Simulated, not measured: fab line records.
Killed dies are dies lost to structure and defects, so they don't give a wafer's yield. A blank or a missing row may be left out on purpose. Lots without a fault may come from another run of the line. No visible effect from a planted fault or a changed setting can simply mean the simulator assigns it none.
Matching of chambers | flow n5_finfet | rie_diel-02 running N5_PMOS_HMC_CHANNEL_EPI_STRIP_33: 4 sister chambers
The step strips in N2/H2. 4 wafers are shown with their chamber, then 11 later ones without.

== WAFERS WITH THEIR CHAMBER ==
wafer  | chamber | drypump_motor_current_A (A)
L082.4 | 2       | 5.2
L084.6 | 3       | 5.9
L085.2 | 0       | 6.5
L086.1 | 1       | 5.9

== WAFERS MISSING THEIR CHAMBER ==
wafer  | drypump_motor_current_A (A)
L086.3 | 5.9
L086.6 | 6.5
L087.1 | 6.5
L087.3 | 5.9
L087.6 | 5.9
L089.2 | 5.9
L089.3 | 5.9
L089.4 | 6.6
L094.1 | 5.9
L094.2 | 6.6
L094.5 | 5.9

== WHICH CHAMBER EACH WENT THROUGH ==
wafer  | from the rows above     | in truth
L086.3 | can't be placed: 1 or 3 | 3
L086.6 | 0                       | 0
L087.1 | 0                       | 0
L087.3 | can't be placed: 1 or 3 | 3
L087.6 | can't be placed: 1 or 3 | 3
L089.2 | can't be placed: 1 or 3 | 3
L089.3 | can't be placed: 1 or 3 | 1
L089.4 | 0                       | 0
L094.1 | can't be placed: 1 or 3 | 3
L094.2 | 0                       | 0
L094.5 | can't be placed: 1 or 3 | 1
Correct placement for 4 of the 11. Cannot be placed on the basis of these rows: 7; the candidates contain the true chamber in 7. 0 placed wrongly.
How it was worked out, from the rows above alone: a wafer's distance from a chamber is the root of the sum, over the readings, of the square of ((its reading less the chamber's mean) divided by the reading's scatter). If the next closest chamber is less than 2 further off than the closest, the wafer can't be placed; otherwise it belongs to the closest. For every chamber, the mean is computed from those of its wafers that are shown. The scatter: with one shown wafer a chamber, the root of the mean of the squares of how far each hidden wafer lies from its nearest shown one.
